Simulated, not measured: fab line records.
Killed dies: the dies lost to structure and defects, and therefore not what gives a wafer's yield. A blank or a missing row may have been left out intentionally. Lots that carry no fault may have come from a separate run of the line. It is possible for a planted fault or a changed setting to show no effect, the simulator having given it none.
The tool behind it: which one? :: flow n5_finfet :: 29 wafers sampled from 10 lots at 1 step of a route of 1938

## WHAT EACH GAUGE READ, for each wafer
N5_BEOL_M4_RC_MEAS_101.
lot: L986
measured: day 8 13:19
on: prober-02
DIBL_N (mV/V): 35.8 36.7 36.7

lot: L989
measured: day 9 02:05
on: prober-01
DIBL_N (mV/V): 38.5 35.9 35.7

lot: L995
measured: day 10 09:36
on: prober-02
DIBL_N (mV/V): 38.0 37.7 37.2

lot: L998
measured: day 11 14:33
on: prober-01
DIBL_N (mV/V): 38.1 38.3 38.3

lot: L999
measured: day 11 14:55
on: prober-02
DIBL_N (mV/V): 38.1 38.0 36.9

lot: L997
measured: day 11 16:25
on: prober-01
DIBL_N (mV/V): 36.9 37.1 37.4

lot: L104
measured: day 13 03:25
on: prober-01
DIBL_N (mV/V): 38.5 38.1

lot: L107
measured: day 13 19:45
on: prober-02
DIBL_N (mV/V): 38.6 39.3 37.7

lot: L106
measured: day 13 20:19
on: prober-01
DIBL_N (mV/V): 34.2 39.0 36.4

lot: L108
measured: day 13 23:04
on: prober-02
DIBL_N (mV/V): 36.1 38.0 37.1

## WHAT TOOL EACH LOT RAN ON (gives the tool, then ch and the chambers of the sampled wafers, and finally the start)
Before these readings, the record contains no process step.

## THE ANSWER, worked out from the rows above alone
Rule: the lots themselves supply what counts as usual. The widest of any qualifying gaps counts: lots, ordered by their means at a reading, are off when they make up no more than a third of the lots, leave a main group of 4 or more, and stand apart from it by 3 or more times the standard deviation of that group's means. If all means in a main group match to the digits the tables above print for the reading, that group is not used. A lot without any number at a reading at which 4 lots or more have one is off too. Any other lot the step has rows for is counted as sound.
Across all readings shown, no lot is off: no conclusion can be drawn from this.

## WHAT THE SIMULATOR PUT IN
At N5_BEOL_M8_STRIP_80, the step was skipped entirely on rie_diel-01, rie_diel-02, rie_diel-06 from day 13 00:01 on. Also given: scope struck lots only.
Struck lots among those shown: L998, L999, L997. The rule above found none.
